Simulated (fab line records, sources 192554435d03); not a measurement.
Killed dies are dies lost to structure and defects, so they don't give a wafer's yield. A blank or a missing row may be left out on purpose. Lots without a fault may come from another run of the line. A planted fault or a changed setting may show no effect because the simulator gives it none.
Split-lot experiment | flow n5_finfet | 7 lots, 21 wafers read, on a route of 1938 steps

THE SPLIT
At N5_BEOL_M14_ILD_DEP_00 (deposits SiO2 from TEOS/O2, target thk 1119.3 nm, time 237.4 s), the setting time_s was moved away from the recipe's 237.4 s on 7 of the 21 wafers read, by -9.4% to +8.6%. The other wafers ran this setting at the recipe's value.

The file shows no step between the split and the reading.

THE READING
M14_ILD_THK, in nm, at N5_BEOL_M14_THK_MEAS_01. Fault-free wafers of this fab line usually give 1114 nm, standard deviation 15 nm.

wafer  | tool, chamber at the split | time_s as run, s | against the recipe | M14_ILD_THK, nm | against lot-mates on the recipe
L075.4 | pecvd-01, 2                | 237.4            | recipe             | 1136            | -
L075.5 | pecvd-01, 0                | 220.5            | -7.1%              | 1055            | -79
L075.6 | pecvd-01, 1                | 237.4            | recipe             | 1132            | -
L079.2 | pecvd-01, 2                | 251.6            | +6.0%              | 1181            | +66
L079.3 | pecvd-01, 1                | 237.4            | recipe             | 1115            | -
L079.4 | pecvd-01, 2                | 251.6            | +6.0%              | 1191            | +76
L082.1 | pecvd-01, 2                | 257.9            | +8.6%              | 1208            | +75
L082.3 | pecvd-01, 0                | 257.9            | +8.6%              | 1222            | +89
L082.4 | pecvd-01, 2                | 237.4            | recipe             | 1133            | -
L083.3 | pecvd-04, 0                | 237.4            | recipe             | 1099            | -
L083.5 | pecvd-04, 0                | 237.4            | recipe             | 1114            | -
L083.6 | pecvd-04, 1                | 228.4            | -3.8%              | 1081            | -26
L086.1 | pecvd-04, 0                | 237.4            | recipe             | 1087            | -
L086.3 | pecvd-04, 2                | 237.4            | recipe             | 1097            | -
L086.5 | pecvd-04, 0                | 237.4            | recipe             | 1092            | -
L092.1 | pecvd-01, 1                | 215              | -9.4%              | 999             | -123
L092.3 | pecvd-01, 2                | 237.4            | recipe             | 1114            | -
L092.4 | pecvd-01, 2                | 237.4            | recipe             | 1130            | -
L094.1 | pecvd-01, 2                | 237.4            | recipe             | 1108            | -
L094.4 | pecvd-01, 2                | 237.4            | recipe             | 1113            | -
L094.6 | pecvd-01, 1                | 237.4            | recipe             | 1120            | -

THE FIT
A straight line over all 21 wafers: M14_ILD_THK changes by +11.3 nm for each +1% of time_s; r = +0.96; the points scatter about the line by 15 nm.
The same after taking each lot's own level away (the mean of its wafers on the recipe; 21 wafers): +10.9 nm for each +1%; r = +0.98; scatter 9 nm.
On that fit, the largest move of time_s shifts the reading by 1e+02 nm.
The lots' own levels span 1092.0 to 1134.0 nm, that is 2.8 times the standard deviation above.
So the lot-to-lot level changes the slope little: the two slopes agree.
Check: with one of the wafers moved furthest among these (-9.4%) left out of the fit, the line predicts -95.4 nm for it against its lot-mates. It came out at -123 nm against them.

OTHER SPLITS ON THESE WAFERS
These wafers also went through other splits before the reading. Each is held against what the fit with the lots' levels taken away leaves over:
other split on the same wafers | wafers away from the commonest value | r with M14_ILD_THK (lot level and that fit taken away)
N5_BEOL_M13_EXPOSE_25 dose_mj  | 5                                    | +0.08

THE WHOLE CHAIN: every reading that the file lists as answering this split, in the file's order
step                    | what it does                                                   | reading                                                                             | change (the file's fit)              | r (the file's)
N5_BEOL_M14_ILD_DEP_00  | deposits SiO2 from TEOS/O2, target thk 1119.3 nm, time 237.4 s | SiO2_of_BEOL_M14_ILD_DEP_00.thk_nm (the simulator's own value, which no gauge read) | +11.2 nm for each +1% of the setting | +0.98
N5_BEOL_M14_THK_MEAS_01 |                                                                | M14_ILD_THK                                                                         | +11.2 for each +1% of the setting    | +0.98
N5_BEOL_M14_VIA_ETCH_16 | etches SiO2 in C4F8/O2/Ar, target depth 1231.3 nm              | etch.depth_nm (the simulator's own value, which no gauge read)                      | +11.2 nm for each +1% of the setting | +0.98
N5_BEOL_M14_VIA_ETCH_16 | etches SiO2 in C4F8/O2/Ar, target depth 1231.3 nm              | coat_of_BEOL_M14_COAT_04.thk_nm (the simulator's own value, which no gauge read)    | -2.64 nm for each +1% of the setting | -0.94

THE FILE'S OWN FIT
M14_ILD_THK changes by +11.2 nm for each +1% of time_s, r = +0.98.
